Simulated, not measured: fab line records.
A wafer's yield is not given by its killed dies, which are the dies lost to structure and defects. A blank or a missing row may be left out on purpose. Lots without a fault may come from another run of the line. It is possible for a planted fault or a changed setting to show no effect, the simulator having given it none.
Which tool was responsible? -- flow nandHarc -- 6 lots, 18 wafers sampled, at 4 steps of a route of 1302

== WHAT THE GAUGES SHOWED, per wafer ==
NHARC_A_ONON_D2_THK_MEAS_14: measures by ellipsometry.
lot,measured,on,thkNm (nm)
L985,day 13 12:14,filmMetro-01,1012 1013 1012
L993,day 16 14:37,filmMetro-01,620 619 620
L996,day 18 01:13,filmMetro-01,1002 1003 1004
L999,day 19 05:23,filmMetro-01,996 995 995
L102,day 20 03:32,filmMetro-01,989 989 987
L105,day 21 12:46,filmMetro-01,1013 1015 1014

== WHICH TOOL RAN EACH LOT (tool, then ch and the chambers of the sampled wafers, then the start) ==
lot,NHARC_A_CHANNEL_FILL_D1_ALD_03,NHARC_A_DECK1_JOINT_CMP_13,NHARC_A_ONON_D2_DEP_12
L985,"aldSinBatch-03 ch 0, day 12 06:46 or earlier","cmp-04 ch 0,1, day 12 06:46","pecvdOnon-01 ch 0, day 13 11:43"
L993,"aldSinBatch-03 ch 0, day 15 10:27 or earlier","cmp-02 ch 0,2, day 15 10:27","pecvdOnon-01 ch 0, day 16 14:10"
L996,"aldSinBatch-02 ch 0, day 16 18:23 or earlier","cmp-04 ch 1,2,3, day 16 18:23","pecvdOnon-02 ch 0, day 18 00:46"
L999,"aldSinBatch-01 ch 0, day 18 02:50 or earlier","cmp-03 ch 1,2,3, day 18 02:50","pecvdOnon-01 ch 0, day 19 04:56"
L102,"aldSinBatch-03 ch 0, day 19 01:08 or earlier","cmp-02 ch 1,2,3, day 19 01:08","pecvdOnon-02 ch 0, day 20 03:05"
L105,"aldSinBatch-03 ch 0, day 20 10:21 or earlier","cmp-02 ch 0,1,3, day 20 10:21","pecvdOnon-02 ch 0, day 21 12:16"
- NHARC_A_CHANNEL_FILL_D1_ALD_03: deposits SiNx, target thk 6 nm, pulse time 60 s, ald cycles 58.
- NHARC_A_DECK1_JOINT_CMP_13: polishes, target thk 51.023 nm.
- NHARC_A_ONON_D2_DEP_12: target thk 1000 nm.

== THE ANSWER, worked out from the rows above alone ==
Rule: the lots themselves supply what counts as usual. Put in order of their means at a reading, lots are off if they are a third of the lots or fewer, leave a main group of 4 or more, and stand apart from it by a gap of 3 or more times the standard deviation of the main group's means; of several such gaps the widest counts. A main group whose means are all the same, to the digits that the tables above print for the reading, isn't used. Also off: a lot with no number at a reading for which 4 or more lots have one. Where the step has rows for the other lots, those lots are counted as sound.
Off at NHARC_A_ONON_D2_THK_MEAS_14 (thkNm): L993. The main group: mean 1003 nm, standard deviation 9.8.
If a tool, at a process step before that reading, ran all the lots that are off and no sound lot after the first of them, it fits. Those tools and the gauges at NHARC_A_ONON_D2_THK_MEAS_14 are tried in the same way. With no start given for some of its lots, NHARC_A_CHANNEL_FILL_D1_ALD_03 uses the hours and lot order of NHARC_A_DECK1_JOINT_CMP_13. None of those tried fits.

== WHAT WAS PUT IN BY THE SIMULATOR ==
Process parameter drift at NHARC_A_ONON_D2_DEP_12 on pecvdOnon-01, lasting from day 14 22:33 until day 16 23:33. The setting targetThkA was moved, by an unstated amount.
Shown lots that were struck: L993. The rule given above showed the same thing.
